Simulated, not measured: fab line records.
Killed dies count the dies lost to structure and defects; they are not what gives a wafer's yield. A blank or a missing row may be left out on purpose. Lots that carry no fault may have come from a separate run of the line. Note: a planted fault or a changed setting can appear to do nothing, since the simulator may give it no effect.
Which tool was responsible?	flow n5_finfet	Sampling: 9 lots, 27 wafers, 5 of 1938 route steps

## WHAT EACH GAUGE READ, for each wafer
N5_BEOL_M4_RC_MEAS_101. Usual: DIBL_N 36.4 mV/V, standard deviation 1.5; DIBL_P 35.8 mV/V, standard deviation 1.7; IOFF_N 0.154 nA/um, standard deviation 0.022; IOFF_P 0.21 nA/um, standard deviation 0.031; ION_N 672 uA/um, standard deviation 8.8; ION_P 462 uA/um, standard deviation 7.2; SS_N 71.5 mV/dec, standard deviation 0.53; SS_P 73.2 mV/dec, standard deviation 0.62; VT_N 250.4 mV, standard deviation 2.5; VT_P -250 mV, standard deviation 3.5.
lot	measured	on	DIBL_N (mV/V)	DIBL_P (mV/V)	IOFF_N (nA/um)	IOFF_P (nA/um)	ION_N (uA/um)	ION_P (uA/um)	SS_N (mV/dec)	SS_P (mV/dec)	VT_N (mV)	VT_P (mV)	flag
L879	day 8 03:09	prober-01	37.2 38.6 37.5	36.9 38.1 36.5	0.157 0.177 0.162	0.24 0.26 0.23	676 668 657	464 462 459	71.4 71.9 71.5	73.3 73.2 73.3	248.2 253.6 249.9	-248 -247 -248	
L881	day 8 18:55	prober-02	37.5 35.3 36.6	37.0 35.4 36.1	0.171 0.139 0.158	0.19 0.17 0.17	671 667 682	453 457 453	71.6 71.5 71.3	73.5 72.9 73.1	251.9 252.9 249.6	-253 -256 -255	
L883	day 9 13:22	prober-02	33.9 34.0 33.9	33.6 33.7 33.1	0.131 0.127 0.124	0.21 0.20 0.20	672 672 668	476 470 465	71.3 71.7 71.7	72.9 72.5 72.6	252.0 253.0 250.6	-247 -248 -248	
L891	day 11 06:43	prober-02	39.8 39.0 37.7	39.2 38.7 37.4	0.216 0.187 0.174	0.27 0.26 0.23	676 681 677	465 469 469	72.6 72.3 71.6	75.1 74.7 74.1	247.0 247.1 245.2	-246 -246 -249	
L892	day 12 03:29	prober-01	34.0 36.8 38.0	32.8 36.6 38.7	0.113 0.164 0.192	0.14 0.19 0.22	661 675 672	452 455 452	70.9 72.1 72.7	72.7 72.6 73.5	255.3 250.1 247.2	-260 -254 -254	
L894	day 12 18:56	prober-02	33.1 35.5 35.6	33.4 35.7 35.9	0.123 0.154 0.161	0.19 0.22 0.23	674 674 662	468 465 465	70.9 71.4 71.3	72.5 73.0 72.5	250.5 248.8 248.0	-251 -247 -248	
L897	day 13 00:23	prober-01	35.8 36.6 36.8	34.6 36.0 36.4	0.141 0.164 0.162	0.18 0.19 0.20	670 681 674	459 462 466	71.2 71.5 72.1	71.9 72.6 73.2	251.1 250.5 250.2	-251 -250 -251	
L899	day 13 09:31	prober-02	36.4 37.1 34.9	36.2 37.2 35.0	0.147 0.164 0.129	0.24 0.26 0.23	668 676 668	468 473 471	71.5 72.2 71.3	73.6 72.9 73.0	252.1 247.9 251.7	-247 -245 -245	
L901	day 14 10:36	prober-02	36.9 37.7 37.4	35.3 36.1 35.3	0.148 0.170 0.148	0.20 0.21 0.19	680 679 672	458 459 461	70.7 72.0 71.9	72.9 73.4 72.2	251.6 249.5 249.1	-250 -251 -251	

## EACH LOT AND THE TOOL THAT RAN IT (in order: tool; ch and the chambers of the sampled wafers; start)
lot	N5_MOL_CONTACT_COAG_CONTACT_ETCH_14	N5_MOL_CONTACT_COAG_SIL_ANNEAL_21	N5_MOL_CONTACT_COAG_CO_FILL_22	N5_MOL_CONTACT_COAG_CMP_28
L879	rie_diel-02 ch 0,1, day 4 23:56	rtp_anneal-01 ch 0, day 5 01:19	cvd_co-01 ch 1,2, day 5 03:25	cmp-03 ch 0,3, day 5 07:49
L881	rie_diel-01 ch 0,1,3, day 5 08:14	rtp_anneal-02 ch 0, day 5 09:47	cvd_co-01 ch 0,1,2, day 5 12:43	cmp-03 ch 0,1,3, day 5 19:11
L883	rie_diel-02 ch 0,1,2, day 5 23:52	rtp_anneal-02 ch 0, day 6 01:45	cvd_co-02 ch 0,2, day 6 02:41	cmp-03 ch 0,2,3, day 6 08:10
L891	rie_diel-02 ch 0,1,2, day 7 23:03	rtp_anneal-02 ch 0, day 8 00:30	cvd_co-01 ch 0,1, day 8 02:45	cmp-04 ch 0,2, day 8 07:11
L892	rie_diel-02 ch 0,3, day 8 03:24	rtp_anneal-01 ch 0, day 8 04:45	cvd_co-02 ch 1,2, day 8 05:17	cmp-01 ch 0,1,2, day 8 10:25
L894	rie_diel-01 ch 0,3, day 8 16:19	rtp_anneal-01 ch 0, day 8 18:58	cvd_co-01 ch 1,2, day 8 20:44	cmp-03 ch 0,2,3, day 9 02:11
L897	rie_diel-01 ch 1,2,3, day 9 10:00	rtp_anneal-02 ch 0, day 9 12:16	cvd_co-02 ch 1,2, day 9 12:55	cmp-04 ch 0,1,2, day 9 19:21
L899	rie_diel-01 ch 0,1,2, day 9 21:13	rtp_anneal-01 ch 0, day 9 23:26	cvd_co-02 ch 0,1, day 10 00:16	cmp-04 ch 0,2, day 10 05:45
L901	rie_diel-01 ch 0,1,3, day 10 12:23	rtp_anneal-01 ch 0, day 10 13:47	cvd_co-01 ch 0,2, day 10 14:29	cmp-03 ch 2,3, day 10 19:33
- N5_MOL_CONTACT_COAG_CONTACT_ETCH_14: etches SiO2 in C4F6/O2, target depth 27.5 nm, overetch 8.5 nm, time 20 s.
- N5_MOL_CONTACT_COAG_SIL_ANNEAL_21: time 60 s.
- N5_MOL_CONTACT_COAG_CO_FILL_22: material Co, precursor CCTBA/H2, target thk 20 nm.
- N5_MOL_CONTACT_COAG_CMP_28: polishes, stops on SiNx, t overpolish 0.85 s, target thk 14.522 nm.

## AS READ BY THE TOOLS THEMSELVES (means over the sampled wafers that have a number; for cases with no such wafer, the mark the record gives instead)
N5_MOL_CONTACT_COAG_CONTACT_ETCH_14. Usual: drypump_motor_current_A 5.5 A, standard deviation 0.42; oes_product_au 0.66 a.u., standard deviation 0.064; rf_vpp_V 692 V, standard deviation 4.5; showerhead_plenum_p_Torr 2.86 Torr, standard deviation 0.13; throttle_valve_pct 21.37 %, standard deviation 0.18.
lot	tool	drypump_motor_current_A (A)	oes_product_au (a.u.)	rf_vpp_V (V)	showerhead_plenum_p_Torr (Torr)	throttle_valve_pct (%)	flag
L879	rie_diel-02	5.6	0.71	698	3.03	21.50	
L881	rie_diel-01	5.3	0.63	691	2.83	21.42	
L883	rie_diel-02	5.6	0.67	697	2.96	21.47	
L891	rie_diel-02	5.6	0.65	695	2.96	21.50	
L892	rie_diel-02	5.8	0.64	694	2.91	21.21	
L894	rie_diel-01	5.4	0.72	692	2.87	21.24	
L897	rie_diel-01	5.2	0.69	689	2.79	21.42	
L899	rie_diel-01	5.1	0.62	687	2.71	21.43	
L901	rie_diel-01	5.3	0.67	691	2.81	21.34	

N5_MOL_CONTACT_COAG_SIL_ANNEAL_21. Usual: lamp_power_pct 5.9 %, standard deviation 0.36; lamp_zone_3_pct 5.9 %, standard deviation 0.36; wafer_temp_C_max 551.9, standard deviation 0.43.
lot	tool	lamp_power_pct (%)	lamp_zone_3_pct (%)	wafer_temp_C_max	flag
L879	rtp_anneal-01	5.6	5.6	551.8	
L881	rtp_anneal-02	6.4	6.4	552.2	
L883	rtp_anneal-02	6.4	6.4	552.4	
L891	rtp_anneal-02	6.4	6.4	552.4	
L892	rtp_anneal-01	5.6	5.6	552.0	
L894	rtp_anneal-01	5.6	5.6	552.0	
L897	rtp_anneal-02	6.4	6.4	552.2	
L899	rtp_anneal-01	5.6	5.6	551.7	
L901	rtp_anneal-01	5.6	5.6	551.8	

N5_MOL_CONTACT_COAG_CO_FILL_22. Usual: heater_power_w at 249 W, with a standard deviation of 20.
lot	tool	heater_power_w (W)	flag
L879	cvd_co-01	246	
L881	cvd_co-01	257	
L883	cvd_co-02	248	
L891	cvd_co-01	271	
L892	cvd_co-02	237	
L894	cvd_co-01	242	
L897	cvd_co-02	226	
L899	cvd_co-02	235	
L901	cvd_co-01	266	

N5_MOL_CONTACT_COAG_CMP_28. Usual: edge_zone_pressure_frac 1.000, standard deviation 0.005; motor_current_A 12.5 A, standard deviation 0.9; platen_rpm 51.80 rpm, standard deviation 0.039; slurry_flow_ml_min 150.0, standard deviation 0.47; time_to_endpoint_s 5.0 s, standard deviation 2.
lot	tool	edge_zone_pressure_frac	motor_current_A (A)	platen_rpm (rpm)	slurry_flow_ml_min	time_to_endpoint_s (s)	flag
L879	cmp-03	0.999	11.5	51.80	150.2	4.0	
L881	cmp-03	0.998	11.9	51.11	150.6	6.3	OFF
L883	cmp-03	1.002	12.0	51.12	149.8	3.9	OFF
L891	cmp-04	1.002	13.2	51.78	150.3	7.1	
L892	cmp-01	0.997	11.9	51.77	150.2	4.5	
L894	cmp-03	1.004	11.9	51.78	150.2	5.4	
L897	cmp-04	0.997	13.2	51.82	150.0	5.4	
L899	cmp-04	0.999	12.8	51.79	149.6	7.2	
L901	cmp-03	0.998	11.5	51.81	150.3	4.4	

## THE ANSWER, worked out from the rows above alone
Rule: lot off if the mean of its wafers having a number is beyond 3 standard deviations from the usual mean. Also off: a lot with no number at a reading for which 4 or more lots have one. Where the step has rows for the other lots, those lots are counted as sound. After the gauges, taken in route order, come the tools' own readings; for these a lot's mean is taken, as printed above. At the first step where some lot is off, the reading lying furthest off is the one used; lots without a number count as furthest.
Off at N5_MOL_CONTACT_COAG_CMP_28 (platen_rpm): L881, L883.
If a tool, at that step or one of the process steps before it, ran each lot that is off and ran no sound lot following the first of them, it fits. Of those tried, none fits.

## WHAT THE SIMULATOR PUT IN
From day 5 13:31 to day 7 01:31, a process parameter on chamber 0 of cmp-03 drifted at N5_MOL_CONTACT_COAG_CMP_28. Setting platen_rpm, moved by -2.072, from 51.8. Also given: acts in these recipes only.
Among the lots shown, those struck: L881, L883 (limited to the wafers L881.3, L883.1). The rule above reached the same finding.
